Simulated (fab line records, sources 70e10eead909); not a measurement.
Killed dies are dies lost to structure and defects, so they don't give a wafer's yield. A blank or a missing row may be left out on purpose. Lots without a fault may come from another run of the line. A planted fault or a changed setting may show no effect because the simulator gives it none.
Chamber matching | flow nand_harc | NHARC_A_CONTACT_ETCH_90 on rie_diel-03: 4 sister chambers
The step etches the open film in CH3F/O2, target depth 40 nm, time 85.7 s. 8 wafers are shown with their chamber, then 10 later ones without.

WAFERS WITH THEIR CHAMBER
wafer  | chamber | showerhead_plenum_p_Torr (Torr) | rf_vpp_V (V)
L080.6 | 1       | 2.62                            | 247.0
L080.1 | 3       | 2.42                            | 243.4
L080.5 | 2       | 2.47                            | 243.6
L081.2 | 2       | 2.47                            | 245.5
L081.3 | 3       | 2.42                            | 243.5
L081.5 | 0       | 2.65                            | 245.6
L086.1 | 1       | 2.61                            | 246.3
L086.3 | 0       | 2.64                            | 247.1

WAFERS WITHOUT THEIR CHAMBER
wafer  | showerhead_plenum_p_Torr (Torr) | rf_vpp_V (V)
L086.4 | 2.41                            | 244.1
L091.4 | 2.40                            | 243.4
L091.5 | 2.40                            | 244.5
L091.6 | 2.63                            | 246.1
L091.1 | 2.60                            | 246.0
L091.2 | 2.63                            | 246.8
L091.3 | 2.46                            | 243.6
L094.1 | 2.46                            | 242.4
L094.3 | 2.63                            | 246.8
L094.4 | 2.40                            | 243.8

WHICH CHAMBER EACH WENT THROUGH
wafer  | from the rows above     | in truth
L086.4 | 3                       | 3
L091.4 | 3                       | 3
L091.5 | 3                       | 3
L091.6 | can't be placed: 0 or 1 | 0
L091.1 | 1                       | 1
L091.2 | can't be placed: 1 or 0 | 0
L091.3 | 2                       | 2
L094.1 | 2                       | 2
L094.3 | can't be placed: 1 or 0 | 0
L094.4 | 3                       | 3
Placed correctly: 7 of 10. Can't be placed from these rows: 3 (the true chamber is among the candidates in 3). Placed wrongly: 0.
How it was worked out, from the rows above alone: a wafer's distance from a chamber is the root of the sum, over the readings, of the square of ((its reading less the chamber's mean) divided by the reading's scatter). The wafer belongs to the nearest chamber; if the next one is less than 2 further off, it can't be placed. A chamber's mean is the mean of its shown wafers. The scatter: the root of (the sum of the squares of (reading less its chamber's mean) over the shown wafers, divided by (wafers less chambers)).
